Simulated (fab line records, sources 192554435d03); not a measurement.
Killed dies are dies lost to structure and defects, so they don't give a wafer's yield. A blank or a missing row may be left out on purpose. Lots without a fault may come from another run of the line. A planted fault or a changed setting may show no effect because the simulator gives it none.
fab line records | flow n5_finfet
record lots=10 wafers=30 last_day=19
route steps=1938 shown ZERO_LAYER@15 WELL_APT@32 PMOS_HMC_CHANNEL_EPI@69 BEOL_M4@1111 PASSIVATION@1936
lots that met no fault: from a run of the same line without faults
start_h: hours from the record's first day to the start of the lot's first wafer shown | wait_h: hours since the lot's step before | " the same as in the row above | L1.1+2: a row that stands for several wafers | - no value, or no start given | * or withheld: withheld | < > ~ a bound
route shown NAME@n: a module of which the file shows steps, and the number in the route of the first | usual: mean/standard deviation of fault-free wafers | same: alike in all rows | chamber/n: place in a boat | sites: the reading at each site | _std_site: their standard deviation | _edge_site: outer sites' mean less inner sites' | radius_mm: how far each site lies from the wafer's centre | mask NAME#n: copy n | behind: the tool/chamber that last shaped the wafer | hold: why the lot was held/for how many hours/how that ended | device: the transistor (n, p or np) that didn't switch | end of line: the same wafers' tests at the end of the route | a step without rows: its recipe alone | killed: dies lost to structure and defects at the first sort, not the wafer's yield | map: a wafer's dies, x killed, . not, _ none there
set.NAME: the setting as run; set.NAME@STEP: as run at that earlier step | model.NAME: the simulator's own value behind a step, which no gauge read
steps of the route over a sample of lots; a table a step, a row a wafer
services: from which hour (start_h, from the record's first day; less than 0 if before it) a tool's chamber was out of use, for how many hours, and why
## steps
# step N5_ZERO_LAYER_ETCH_17
# recipe chemistry=CF4 target=SiO2 target_depth_a=120 time_s=13.3 ion_energy_ev=350 pressure_mtorr=40 source_w=450 bias_w=215 Ar_flow_sccm=100 cf4_flow_sccm=100
# usual drypump_motor_current_A=5.4/0.33 oes_product_au=0.78/0.088 rf_vpp_V=950/3.4 showerhead_plenum_p_Torr=2.16/0.058 throttle_valve_pct=15.74/0.26
# columns lot.wafer tool chamber start_h wait_h drypump_motor_current_A oes_product_au rf_hours_counter_h rf_vpp_V showerhead_plenum_p_Torr throttle_valve_pct
L360.3 rie_diel-01 1 24.74 0.0 5.7 0.79 103 955 2.24 15.53
L360.4 " 2 " " 5.1 0.97 20 952 2.20 15.59
L360.6 " 2 " " 5.1 0.98 - 952 2.20 15.58
L361.1 rie_diel-06 2 30.86 0.0 5.3 0.95 9 952 2.19 15.23
L361.2 " 1 " " 5.7 0.72 195 947 2.12 15.55
L361.3 " 0 " " 5.5 0.77 139 943 2.08 16.03
L362.2 rie_diel-06 2 37.20 0.0 5.4 0.94 12 953 2.19 15.24
L362.3 " 0 " " 5.5 0.77 141 943 2.07 16.05
L362.6 " 1 " " 5.8 0.72 - 947 2.12 15.59
L363.1 rie_diel-04 1 42.84 0.0 5.6 0.72 207 953 2.20 16.01
L363.3 " 3 " " 5.2 0.71 223 946 2.12 15.82
L363.4 " 3 " " 5.1 0.70 - 948 2.12 15.81
L364.1 rie_diel-06 0 48.86 0.0 5.5 0.76 145 944 2.07 16.04
L364.4 " 3 " " 4.9 0.78 144 948 2.12 15.63
L364.5 " 3 " " 4.9 0.77 - 948 2.12 15.63
L369.2 rie_diel-06 3 78.84 0.0 4.9 0.76 154 949 2.12 15.64
L369.4 " 0 " " 5.5 0.76 153 944 2.07 16.06
L369.5 " 2 " " 5.4 0.89 - 951 2.19 15.26
L375.4 rie_diel-04 1 114.71 0.0 5.6 0.71 225 952 2.19 16.04
L375.5 " 3 " " 5.2 0.68 - 945 2.11 15.86
L375.6 " 2 " " 5.6 0.80 - 943 2.05 15.49
L376.1 rie_diel-01 2 121.10 0.0 5.1 0.93 49 950 2.19 15.64
L376.3 " 0 " " 6.3 0.67 256 945 2.11 15.68
L376.6 " 1 " " 5.7 0.76 - 955 2.23 15.59
L380.2 rie_diel-01 2 144.84 0.0 5.1 0.90 56 951 2.19 15.66
L380.5 " 2 " " 5.1 0.90 - 951 2.19 15.66
L380.6 " 1 " " 5.8 0.75 - 955 2.23 15.61
L381.2 rie_diel-04 0 150.90 0.0 5.3 0.70 220 953 2.21 16.18
L381.4 " 2 " " 5.6 0.80 - 944 2.05 15.51
L381.6 " 0 " " 5.3 0.70 - 952 2.21 16.19
# step N5_ZERO_LAYER_ETCH_18
# recipe chemistry=HBr/Cl2 target=Si target_depth_a=1200 time_s=40 pressure_mtorr=10 icp_w=800 bias_w=75 HBr_flow_sccm=150 Cl2_flow_sccm=80
# usual drypump_motor_current_A=5.7/0.46 oes_product_au=1.012/0.015 throttle_valve_pct=36.5/0.35
# columns lot.wafer tool chamber start_h wait_h drypump_motor_current_A oes_product_au rf_hours_counter_h throttle_valve_pct
L360.3 rie_si-04 2 24.81 0.0 4.9 0.994 181 36.8
L360.4 " 0 " " 4.9 1.010 95 37.2
L360.6 " 2 " " 4.9 1.000 - 36.8
L361.1 rie_si-06 3 30.94 0.0 5.7 1.011 96 36.5
L361.2 " 2 " " 5.8 1.026 25 36.3
L361.3 " 0 " " 6.2 1.036 83 36.5
L362.2 rie_si-06 2 37.27 0.0 5.8 1.026 25 36.3
L362.3 " 3 " " 5.7 1.008 96 36.5
L362.6 " 2 " " 5.8 1.027 - 36.3
L363.1 rie_si-04 1 42.91 0.0 5.6 1.000 71 35.9
L363.3 " 2 " " 4.9 1.002 181 36.8
L363.4 " 3 " " 6.1 0.984 110 36.4
L364.1 rie_si-04 0 48.93 0.0 4.8 1.020 95 37.2
L364.4 " 1 " " 5.6 1.004 71 35.9
L364.5 " 2 " " 4.9 1.006 - 36.8
L369.2 rie_si-02 1 78.91 0.0 5.2 1.017 16 36.4
L369.4 " 2 " " 5.6 1.023 48 36.2
L369.5 " 0 " " 6.0 0.992 - 36.2
L375.4 rie_si-04 1 114.79 0.0 5.6 0.996 72 35.9
L375.5 " 1 " " 5.6 1.002 - 35.9
L375.6 " 2 " " 4.9 1.003 - 36.8
L376.1 rie_si-06 3 121.18 0.0 5.7 1.014 98 36.5
L376.3 " 0 " " 6.2 1.024 85 36.5
L376.6 " 1 " " 6.2 1.025 - 36.9
L380.2 rie_si-04 3 144.91 0.0 6.2 0.993 112 36.4
L380.5 " 3 " " 6.1 0.982 - 36.4
L380.6 " 0 " " 4.8 1.023 - 37.2
L381.2 rie_si-02 3 150.97 0.0 5.6 0.999 1 36.1
L381.4 " 0 " " 6.0 0.984 110 36.2
L381.6 " 3 " " 5.6 1.011 - 36.1
# step N5_WELL_APT_IMPLANT_14
# recipe species=P energy_kev=160 dose_cm2=1.5e+13 tilt_deg=0 rotation_deg=0
# columns lot.wafer tool chamber start_h wait_h
L360.3+4+6 implanter-02 0 26.14 0.1
L361.1+2+3 implanter-02 0 32.02 0.1
L362.2+3+6 implanter-02 0 38.41 0.1
L363.1+3+4 implanter-01 0 44.06 0.1
L363.1+3+4 implanter-01 0 44.44 0.3
L364.1+4+5 implanter-01 0 50.28 0.1
L369.2+4+5 implanter-01 0 79.90 0.1
L369.2+4+5 implanter-01 0 80.28 0.3
L375.4+5+6 implanter-02 0 116.33 0.2
L376.1+3+6 implanter-01 0 122.70 0.1
L380.2+5+6 implanter-01 0 146.02 0.1
L381.2+4+6 implanter-01 0 152.33 0.1
# step N5_PMOS_HMC_CHANNEL_EPI_ETCH_32
# recipe chemistry=N2/H2 target=BARC stop_on=SiO2 target_depth_a=858 over_etch_frac=0.3 time_s=50.3 ion_energy_ev=200 mask_material=CAR-ArF-block pressure_mtorr=30 source_w=840 bias_w=150 n2_flow_sccm=200 h2_flow_sccm=200
# usual drypump_motor_current_A=5.5/0.38 oes_product_au=0.67/0.065 rf_vpp_V=524.3/2.2 showerhead_plenum_p_Torr=2.56/0.075 throttle_valve_pct=17.93/0.28
# columns lot.wafer tool chamber start_h wait_h drypump_motor_current_A oes_product_au rf_hours_counter_h rf_vpp_V showerhead_plenum_p_Torr throttle_valve_pct
L360.3 rie_diel-01 1 29.68 0.0 5.8 0.70 105 525.4 2.67 17.87
L360.4 " 2 " " 5.1 0.78 22 524.9 2.60 17.92
L360.6 " 0 " " 6.4 0.59 - 523.7 2.48 17.60
L361.1 rie_diel-01 1 36.28 0.0 5.8 0.70 107 526.9 2.67 17.89
L361.2 " 2 " " 5.1 0.79 24 525.5 2.60 17.93
L361.3 " 0 " " 6.4 0.60 231 523.6 2.47 17.61
L362.2 rie_diel-06 1 41.65 0.0 5.8 0.61 198 522.8 2.50 17.61
L362.3 " 2 " " 5.3 0.79 13 526.3 2.60 17.40
L362.6 " 3 " " 4.9 0.66 - 522.3 2.54 17.86
L363.1 rie_diel-01 2 48.42 0.0 5.1 0.77 27 525.8 2.59 17.93
L363.3 " 0 " " 6.4 0.59 233 522.3 2.47 17.60
L363.4 " 1 " " 5.8 0.70 110 527.1 2.67 17.89
L364.1 rie_diel-06 3 54.11 0.0 4.9 0.65 147 522.6 2.54 17.86
L364.4 " 3 " " 4.9 0.65 - 524.7 2.54 17.85
L364.5 " 2 " " 5.3 0.77 - 526.1 2.59 17.39
L369.2 rie_diel-01 3 83.35 0.0 5.3 0.75 61 526.5 2.59 17.97
L369.4 " 0 " " 6.4 0.59 243 522.4 2.47 17.63
L369.5 " 1 " " 5.7 0.68 - 528.2 2.66 17.91
L375.4 rie_diel-04 1 119.58 0.0 5.6 0.60 225 525.9 2.60 18.14
L375.5 " 3 " " 5.2 0.59 - 521.1 2.52 18.17
L375.6 " 2 " " 5.6 0.66 - 520.3 2.44 17.83
L376.1 rie_diel-04 1 125.96 0.0 5.6 0.60 228 525.4 2.60 18.15
L376.3 " 2 " " 5.6 0.66 127 520.7 2.44 17.83
L376.6 " 1 " " 5.6 0.61 - 525.6 2.60 18.15
L380.2 rie_diel-04 2 150.19 0.0 5.6 0.65 133 520.4 2.44 17.84
L380.5 " 0 " " 5.3 0.61 - 526.7 2.64 18.52
L380.6 " 1 " " 5.6 0.59 - 524.6 2.60 18.14
L381.2 rie_diel-04 0 156.00 0.0 5.3 0.60 221 525.0 2.64 18.51
L381.4 " 0 " " 5.3 0.61 - 525.7 2.64 18.52
L381.6 " 1 " " 5.7 0.59 - 526.9 2.60 18.15
# step N5_BEOL_M4_RC_MEAS_101
# usual DIBL_N=36.1/2.5 DIBL_P=36/3.3 IOFF_N=0.16/0.046 IOFF_P=0.20/0.051 ION_N=676/16 ION_P=462/11 SS_N=71.6/0.87 SS_P=73.2/0.86 VT_N=251/4.4 VT_P=-252/4.6
# columns lot.wafer tool chamber start_h wait_h DIBL_N[mV/V] DIBL_P[mV/V] IOFF_N[nA/um] IOFF_P[nA/um] ION_N[uA/um] ION_P[uA/um] SS_N[mV/dec] SS_P[mV/dec] VT_N[mV] VT_P[mV]
L361.1 prober-02 0 202.87 0.0 34.5 35 0.13 0.17 677 463 71.4 72.9 250 -253
L361.2 " 0 " " 41.0 42 0.25 0.30 694 463 72.8 75.3 243 -249
L361.3 " 0 " " 35.1 36 0.14 0.18 675 465 71.4 73.1 250 -255
L360.3 prober-02 0 208.42 0.3 37.8 36 0.17 0.22 690 469 71.1 73.6 249 -248
L360.4 " 0 " " 31.4 29 0.09 0.13 667 461 70.0 71.8 255 -257
L360.6 " 0 " " 38.4 35 0.17 0.19 676 463 71.7 72.9 253 -249
L363.1 prober-01 0 227.85 0.0 30.8 30 0.09 0.15 661 461 69.9 72.3 257 -253
L363.3 " 0 " " 40.7 41 0.24 0.31 677 462 73.5 75.1 246 -247
L363.4 " 0 " " 33.8 34 0.12 0.19 672 464 71.3 72.9 254 -251
L362.2 prober-01 0 231.99 0.2 41.4 40 0.26 0.23 679 461 74.1 74.1 248 -252
L362.3 " 0 " " 34.6 34 0.13 0.16 680 467 71.1 72.8 254 -253
L362.6 " 0 " " 33.7 32 0.11 0.14 660 451 70.6 72.3 255 -256
L364.1 prober-02 0 247.77 0.0 36.1 38 0.14 0.17 685 462 72.3 73.4 253 -256
L364.4 " 0 " " 34.7 37 0.13 0.16 680 460 70.9 73.3 252 -254
L364.5 " 0 " " 37.5 40 0.17 0.21 683 468 72.2 73.8 250 -252
L369.2 prober-02 0 270.40 0.2 39.0 35 0.18 0.17 661 443 73.2 73.4 254 -253
L369.4 " 0 " " 34.0 30 0.10 0.12 657 450 70.7 72.7 258 -259
L369.5 " 0 " " 33.2 29 0.10 0.11 666 447 70.3 71.5 260 -262
L375.4 prober-01 0 307.45 0.5 35.8 34 0.13 0.16 680 465 71.4 72.1 253 -253
L375.5 " 0 " " 36.5 36 0.13 0.18 673 463 71.2 73.1 254 -251
L375.6 " 0 " " 39.0 38 0.18 0.20 680 457 72.0 73.3 252 -252
L376.1 prober-02 0 308.63 0.0 33.8 32 0.11 0.16 661 460 70.5 72.4 252 -251
L376.3 " 0 " " 32.8 30 0.10 0.13 663 457 70.5 72.3 254 -259
L376.6 " 0 " " 33.2 29 0.10 0.12 655 446 71.1 71.8 255 -258
L381.2 prober-02 0 320.47 0.2 33.5 32 0.12 0.16 678 463 70.9 72.3 252 -254
L381.4 " 0 " " 37.8 38 0.20 0.27 695 481 72.0 74.1 245 -243
L381.6 " 0 " " 37.6 38 0.18 0.26 696 482 71.1 73.7 247 -245
L380.2 prober-01 0 338.74 0.2 40.5 40 0.22 0.27 656 451 73.0 73.8 252 -249
L380.5 " 0 " " 39.1 40 0.21 0.30 690 481 72.1 74.3 248 -245
L380.6 " 0 " " 35.2 34 0.11 0.19 630 447 70.9 72.7 256 -251
# step N5_PASSIVATION_PROBE_49
# usual defect_limited_yield=91.0/1.4 killed_at_M0_to_M3=34/10 killed_at_M4_up=15/5.5 killed_at_contacts=12/6.1 killed_at_front_end=41/12 killed_at_other=4/3.4 killed_dies=106/17 killed_open=70/13 killed_short=34/7.4 sort_bin_4_leakage=0.01/0.065 sort_bin_5_function=5.3/1 sort_bin_6_memory=3.4/0.69 sort_bin_8_speed=0.03/0.22 sort_n_pass=1073/17 sort_yield_pct=91.0/1.4
# same gross_dies=1180 killed_at_back_side=0
# columns lot.wafer tool chamber start_h wait_h defect_limited_yield[%] killed_at_M0_to_M3 killed_at_M4_up killed_at_contacts killed_at_front_end killed_at_other killed_dies killed_open killed_short sort_bin_4_leakage[%] sort_bin_5_function[%] sort_bin_6_memory[%] sort_bin_8_speed[%] sort_n_pass sort_yield_pct[%]
L360.3 prober-01 - 309.24 0.1 90.8 47 24 11 24 2 108 77 27 0 4.5 4.4 0 1072 90.8
L360.4 prober-01 - 309.29 0.2 90.7 37 15 14 44 0 110 76 27 0 5.3 3.9 0 1070 90.7
L360.6 prober-01 - 309.39 0.3 92.2 29 11 7 43 2 92 63 28 0 4.4 3.2 0 1088 92.2
L362.2 prober-01 - 333.96 0.1 88.2 33 24 9 69 4 139 95 43 0 6.7 4.7 0 1041 88.2
L362.3 prober-01 - 334.01 0.1 91.4 25 20 10 45 2 102 66 36 0 4.9 3.6 0 1078 91.4
L362.6 prober-01 - 334.16 0.3 91.0 26 16 16 42 6 106 66 40 0 4.8 3.6 0 1074 91.0
L364.1 prober-01 - 351.21 0.0 90.4 38 14 11 49 1 113 82 30 0 5.4 4.0 0 1067 90.4
L364.4 prober-01 - 351.36 0.2 91.7 31 17 5 43 2 98 69 25 0 5.3 2.5 0 1082 91.7
L364.5 prober-01 - 351.41 0.2 90.8 23 24 17 39 6 109 74 32 0 5.6 3.4 0 1071 90.8
L369.2 prober-01 - 380.01 0.1 90.4 51 12 9 38 3 113 75 37 0 5.2 4.3 0 1067 90.4
L369.4 prober-01 - 380.11 0.2 91.8 31 9 7 40 10 97 63 34 0 5.5 2.5 0 1083 91.8
L369.5 prober-01 - 380.16 0.2 90.7 44 16 9 40 1 110 64 46 0 5.5 3.6 0 1070 90.7
L375.4 prober-01 - 419.73 0.2 92.8 23 10 9 36 7 85 57 26 0 5.1 1.9 0 1095 92.8
L375.5 prober-01 - 419.78 0.2 88.9 31 13 16 57 14 131 82 48 0 6.8 3.8 0 1049 88.9
L375.6 prober-01 - 419.83 0.3 90.8 42 10 10 43 3 108 66 42 0 6.0 2.6 0 1072 90.8
L376.1 prober-02 - 430.97 0.0 92.3 28 9 14 39 1 91 66 20 0 4.7 2.6 0 1089 92.3
L376.3 prober-02 - 431.07 0.1 90.2 56 27 9 23 1 116 81 35 0 5.7 3.9 0 1064 90.2
L376.6 prober-02 - 431.22 0.3 90.8 38 13 11 45 2 109 77 31 0 5.1 3.6 0 1071 90.8
L380.2 prober-02 - 452.13 0.1 90.7 37 22 14 32 5 110 76 33 0 5.8 3.3 0 1070 90.7
L380.5 prober-02 - 452.28 0.2 90.8 36 20 10 39 3 108 77 28 0.08 5.2 3.5 0 1071 90.8
L380.6 prober-02 - 452.33 0.3 91.9 36 15 10 33 2 96 57 32 0 4.3 3.1 1.61 1065 90.3
# killed by level:class
L360.3 BEOL_M2:geometric_particle:open=16 BEOL_M4:geometric_particle:open=16 BEOL_M0_SAQP:geometric_particle:short=9 MOL_CONTACT_COAG:geometric_particle:open=8 BEOL_M0_SAQP:geometric_particle:open=6 BEOL_M1:geometric_particle:open=6 FIN_SAQP:geometric_particle:open=5 FIN_SAQP:geometric_particle:short=4
L360.4 STI_FIN_REVEAL:geometric_particle:open=23 BEOL_M0_SAQP:geometric_particle:open=10 BEOL_M2:geometric_particle:open=10 MOL_CONTACT_COAG:geometric_particle:open=8 STI_FIN_REVEAL:geometric_particle:short=6 MOL_CONTACT_COAG:geometric_particle:short=6 BEOL_M3:geometric_particle:open=6 FIN_SAQP:geometric_particle:short=4
L360.6 STI_FIN_REVEAL:geometric_particle:open=22 BEOL_M2:geometric_particle:open=10 FIN_SAQP:geometric_particle:short=7 STI_FIN_REVEAL:geometric_particle:short=6 MOL_CONTACT_COAG:geometric_particle:open=6 BEOL_M0_SAQP:geometric_particle:short=4 BEOL_M1:geometric_particle:open=4 BEOL_M3:geometric_particle:open=4
L362.2 STI_FIN_REVEAL:geometric_particle:open=17 FIN_SAQP:geometric_particle:open=14 BEOL_M4:geometric_particle:open=14 FIN_SAQP:geometric_particle:short=13 BEOL_M3:geometric_particle:open=9 MOL_CONTACT_COAG:geometric_particle:open=8 BEOL_M0_SAQP:geometric_particle:open=6 BEOL_M1:geometric_particle:open=6
L362.3 STI_FIN_REVEAL:geometric_particle:open=17 BEOL_M4:geometric_particle:open=11 BEOL_M3:geometric_particle:open=7 MOL_CONTACT_COAG:geometric_particle:short=6 FIN_SAQP:geometric_particle:open=5 ILD0:geometric_particle:short=5 BEOL_M0_SAQP:geometric_particle:short=5 MOL_CONTACT_COAG:geometric_particle:open=4
L362.6 MOL_CONTACT_COAG:geometric_particle:open=15 BEOL_M4:geometric_particle:open=10 BEOL_M3:geometric_particle:open=9 FIN_SAQP:geometric_particle:open=7 FIN_SAQP:geometric_particle:short=6 BEOL_M0_SAQP:geometric_particle:short=6 STI_FIN_REVEAL:geometric_particle:open=5 GATE_CUT:geometric_particle:short=5
L364.1 FIN_SAQP:geometric_particle:open=15 STI_FIN_REVEAL:geometric_particle:open=12 BEOL_M0_SAQP:geometric_particle:short=12 BEOL_M0_SAQP:geometric_particle:open=10 MOL_CONTACT_COAG:geometric_particle:open=8 BEOL_M3:geometric_particle:open=7 GATE_CUT:geometric_particle:short=6 BEOL_M4:geometric_particle:open=6
L364.4 STI_FIN_REVEAL:geometric_particle:open=11 BEOL_M0_SAQP:geometric_particle:open=11 FIN_SAQP:geometric_particle:open=9 BEOL_M0:geometric_particle:open=6 BEOL_M4:geometric_particle:open=5 STARTING-WAFER:geometric_particle:open=5 FIN_SAQP:geometric_particle:short=4 STI_FIN_REVEAL:geometric_particle:short=4
L364.5 MOL_CONTACT_COAG:geometric_particle:open=13 STI_FIN_REVEAL:geometric_particle:open=12 BEOL_M4:geometric_particle:open=12 BEOL_M0_SAQP:geometric_particle:short=9 STI_FIN_REVEAL:geometric_particle:short=5 PASS1_CAP:geometric_particle:open=5 DUMMY_GATE:geometric_particle:open=5 GATE_CUT:geometric_particle:short=5
L369.2 BEOL_M2:geometric_particle:open=14 BEOL_M0_SAQP:geometric_particle:open=12 BEOL_M0_SAQP:geometric_particle:short=11 FIN_SAQP:geometric_particle:open=10 DUMMY_GATE:geometric_particle:open=10 FIN_SAQP:geometric_particle:short=8 MOL_CONTACT_COAG:geometric_particle:open=6 BEOL_M1:geometric_particle:open=5
L369.4 STI_FIN_REVEAL:geometric_particle:open=10 FIN_SAQP:geometric_particle:short=7 MOL_CONTACT_COAG:geometric_particle:open=7 BEOL_M3:geometric_particle:open=6 FIN_SAQP:geometric_particle:open=6 BEOL_M1:geometric_particle:open=6 DUMMY_GATE:geometric_particle:open=5 BEOL_M0_SAQP:geometric_particle:short=5
L369.5 BEOL_M0_SAQP:geometric_particle:short=16 FIN_SAQP:geometric_particle:short=15 FIN_SAQP:geometric_particle:open=9 MOL_CONTACT_COAG:geometric_particle:open=8 BEOL_M0_SAQP:geometric_particle:open=8 BEOL_M2:geometric_particle:open=8 BEOL_M5:geometric_particle:open=7 BEOL_M3:geometric_particle:open=5
L375.4 STI_FIN_REVEAL:geometric_particle:open=10 MOL_CONTACT_COAG:geometric_particle:open=8 GATE_CUT:geometric_particle:short=7 BEOL_M0_SAQP:geometric_particle:open=5 DUMMY_GATE:geometric_particle:open=4 BEOL_M0_SAQP:geometric_particle:short=4 BEOL_M3:geometric_particle:open=4 BEOL_M4:geometric_particle:open=4
L375.5 MOL_CONTACT_COAG:geometric_particle:open=15 STI_FIN_REVEAL:geometric_particle:open=11 STI_FIN_REVEAL:geometric_particle:short=10 GATE_CUT:geometric_particle:short=9 BEOL_M1:geometric_particle:open=9 BEOL_M2:geometric_particle:open=6 FIN_SAQP:geometric_particle:short=5 FIN_SAQP:geometric_particle:open=5
L375.6 BEOL_M0_SAQP:geometric_particle:short=13 FIN_SAQP:geometric_particle:short=10 BEOL_M2:geometric_particle:open=10 MOL_CONTACT_COAG:geometric_particle:open=10 BEOL_M0_SAQP:geometric_particle:open=7 FIN_SAQP:geometric_particle:open=6 STI_FIN_REVEAL:geometric_particle:open=5 DUMMY_GATE:geometric_particle:open=5
L376.1 MOL_CONTACT_COAG:geometric_particle:open=12 FIN_SAQP:geometric_particle:open=8 DUMMY_GATE:geometric_particle:open=6 BEOL_M0_SAQP:geometric_particle:open=6 BEOL_M0_SAQP:geometric_particle:short=6 STI_FIN_REVEAL:geometric_particle:open=5 BEOL_M1:geometric_particle:open=5 BEOL_M2:geometric_particle:open=5
L376.3 BEOL_M4:geometric_particle:open=18 BEOL_M0_SAQP:geometric_particle:short=13 BEOL_M1:geometric_particle:open=10 BEOL_M2:geometric_particle:open=10 BEOL_M0_SAQP:geometric_particle:open=9 MOL_CONTACT_COAG:geometric_particle:open=7 FIN_SAQP:geometric_particle:open=6 BEOL_M3:geometric_particle:open=5
L376.6 STI_FIN_REVEAL:geometric_particle:open=17 MOL_CONTACT_COAG:geometric_particle:open=10 BEOL_M0_SAQP:geometric_particle:open=9 FIN_SAQP:geometric_particle:short=7 FIN_SAQP:geometric_particle:open=7 BEOL_M1:geometric_particle:open=6 BEOL_M2:geometric_particle:open=5 DUMMY_GATE:geometric_particle:open=4
L380.2 BEOL_M4:geometric_particle:open=16 MOL_CONTACT_COAG:geometric_particle:open=13 BEOL_M0_SAQP:geometric_particle:open=11 BEOL_M0_SAQP:geometric_particle:short=9 GATE_CUT:geometric_particle:open=7 GATE_CUT:geometric_particle:short=7 BEOL_M2:geometric_particle:open=5 DUMMY_GATE:geometric_particle:open=4
L380.5 BEOL_M0_SAQP:geometric_particle:open=15 DUMMY_GATE:geometric_particle:open=12 BEOL_M0_SAQP:geometric_particle:short=10 BEOL_M4:geometric_particle:open=10 MOL_CONTACT_COAG:geometric_particle:open=7 FIN_SAQP:geometric_particle:open=5 GATE_CUT:geometric_particle:open=4 STARTING-WAFER:geometric_particle:open=4
L380.6 BEOL_M0_SAQP:geometric_particle:short=8 BEOL_M3:geometric_particle:open=8 BEOL_M0_SAQP:geometric_particle:open=7 BEOL_M2:geometric_particle:open=7 DUMMY_GATE:geometric_particle:open=6 BEOL_M4:geometric_particle:open=6 HKMG_FIN:area_etch=6 FIN_SAQP:geometric_particle:open=5
## services
# columns tool chamber start_h hours kind
implanter-01 - 1.48 2.4 repair
rie_diel-04 0 4.09 4.6 repair
rie_si-02 3 7.11 2.0 repair
implanter-02 - 7.21 5.4 pm
rie_diel-06 0 21.96 4.4 repair
rie_diel-06 3 30.06 11.4 repair
rie_diel-04 2 37.64 11.9 repair
rie_si-02 2 38.37 5.5 repair
rie_diel-04 0 50.91 2.4 repair
rie_diel-06 1 53.48 4.6 repair
implanter-01 - 66.76 4.1 pm
rie_si-02 - 83.97 1.2 repair
rie_si-02 2 88.88 2.9 repair
rie_diel-01 3 104.50 11.1 repair
rie_diel-04 1 105.80 7.0 repair
rie_diel-06 - 111.06 0.4 repair
rie_si-02 0 126.25 4.9 repair
implanter-02 - 126.87 1.8 repair
rie_si-02 3 132.27 17.1 repair
rie_diel-04 3 133.98 - clean
rie_diel-04 3 133.98 - consumable_replace:focus_ring
rie_diel-01 0 136.49 4.9 repair
rie_si-04 - 145.91 2.8 pm
rie_si-06 1 147.45 1.4 repair
## key
first_sign step=N5_WELL_APT_IMPLANT_14 reading=visit direction=added
effect none on later readings
met_at N5_WELL_APT_IMPLANT_14
struck_lots L363,L369
not_acting_at N5_ZERO_LAYER_ETCH_17,N5_ZERO_LAYER_ETCH_18,N5_PMOS_HMC_CHANNEL_EPI_ETCH_32
fault kind=repeated_step_whole tool=implanter-01,implanter-02 chamber=- onset_h=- steps=N5_WELL_APT_IMPLANT_14 times=1 scope=struck_lots_only
